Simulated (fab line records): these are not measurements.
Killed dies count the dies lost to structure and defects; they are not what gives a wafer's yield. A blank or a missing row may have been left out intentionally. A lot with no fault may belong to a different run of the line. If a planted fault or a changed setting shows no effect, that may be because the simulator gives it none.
Problem report in the 8D (eight disciplines) form, filled by code + flow n5 finfet + the parts of the form that need people (team, actions taken, sign-off) are left out
Where a reading is given only as a bound, like >300, the bound stands for it, and a mean or a difference that rests on one is marked > or <: the true number lies beyond.

1. WHAT WENT WRONG
raw defect count at N5_BEOL_M15_INSPECT_30 reads a mean of >300 on 3 wafers of 2 lots; wafers without a fault read 2.1 with a standard deviation of 1.5. So: +99 or more standard deviations from the usual mean.
The step: inspects for defects (macro).
Earliest sighting: wafer L731.6 on defect inspect-02 at day 16 04:21. At this step, 30 wafers from 10 lots have a number in the record. By rule, "out" or "out of limits" means more than 4 standard deviations away from the usual mean. Any other wafer with a number is counted as sound.

2. WHAT IT IS, WHAT IT ISN'T
| question                    | is                                   | is not                                                                                 |
|-----------------------------|--------------------------------------|----------------------------------------------------------------------------------------|
| which readings at this step | raw defect count                     | -                                                                                      |
| which lots                  | L729, L731                           | L718, L720, L723, L726, L730, L732, L734, L735                                         |
| which wafers of those lots  | L729.3, L729.5, L731.6               | L729.1, L731.1, L731.5                                                                 |
| read on which gauges        | defect inspect-01, defect inspect-02 | -                                                                                      |
| when                        | from day 16 04:21                    | up to then (17 sound wafers); but 10 sound wafers of L729, L732, L734, L735 came after |

3. THE SUSPECTS, EACH WITH WHAT RULES IT OUT
Counting: if a tool at a process step up to the reading ran every lot that is out, it stays a suspect. Sound lots after the first of them don't rule it out here, since some wafers of a struck lot are sound.
- the gauge at N5_BEOL_M15_INSPECT_30 is ruled out. Those wafers that are out were read across 2 gauges (defect inspect-01, defect inspect-02).
- rie diel-03 at N5_BEOL_M15_ETCH_57 (etches SOC in N2/H2, time 750 s): kept. It ran every lot that is out, first L731 (day 16 03:24); its last sound lot up to then is L723 (day 14 02:44).
- In rie diel-03 at N5_BEOL_M15_ETCH_57, the wafers that are out were processed in chamber 0 and their sound lot-mates in chambers 1, 3.
Remaining after the count: rie diel-03 at N5_BEOL_M15_ETCH_57.

4. THE CAUSE (what the simulator had put in)
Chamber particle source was rie diel-03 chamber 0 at N5_BEOL_M15_ETCH_57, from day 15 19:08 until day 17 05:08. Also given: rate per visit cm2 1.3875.
This tool alone remained once counting was done.

5. THE CHAIN OF EFFECTS, in route order
Each row: a reading where the mean over the struck wafers with a number is more than 3 standard deviations away from the usual. Only readings for which the record gives a usual standard deviation are gone through. hours: the time from each lot's start at the first step in this table that gives one to its start at this step, as a median over the lots. sigmas: the change in usual standard deviations.
| hours | step                    | reading              | usual  | on struck wafers | change | sigmas      |
|-------|-------------------------|----------------------|--------|------------------|--------|-------------|
| 0     | N5_BEOL_M15_INSPECT_30  | raw defect count     | 2.1    | >300             | >+298  | +99 or more |
| 22    | N5_PASSIVATION_PROBE_49 | defect limited yield | 91.3 % | 83.2             | -8.1   | -5.4        |
| 22    | N5_PASSIVATION_PROBE_49 | killed_at_M4_up      | 13     | 126              | +113   | +23         |
| 22    | N5_PASSIVATION_PROBE_49 | killed dies          | 103    | 199              | +96    | +5.3        |
| 22    | N5_PASSIVATION_PROBE_49 | sort_bin_5_function  | 5.2 %  | 10.5             | +5.3   | +5.3        |
| 22    | N5_PASSIVATION_PROBE_49 | sort n pass          | 1077   | 981              | -96    | -5.3        |
| 22    | N5_PASSIVATION_PROBE_49 | sort yield pct       | 91.3 % | 83.2             | -8.1   | -5.4        |
It contains these process steps:
- N5_PASSIVATION_PROBE_49

6. HOW IT WOULD HAVE BEEN CAUGHT EARLIER
9 hours passed between the start of the fault at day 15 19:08 and the first reading out of limits at a measuring or inspecting step in this record, taken at day 16 04:21.
No tool reading at N5_BEOL_M15_ETCH_57 that has a usual standard deviation in the record was out on any struck wafer, so an alarm limit of 4 standard deviations on those readings would not have fired.
Among the 2 lots that are out, L729 began N5_BEOL_M15_ETCH_57 on rie diel-03 after day 16 04:21. A tool hold placed at that time would have kept it from harm.
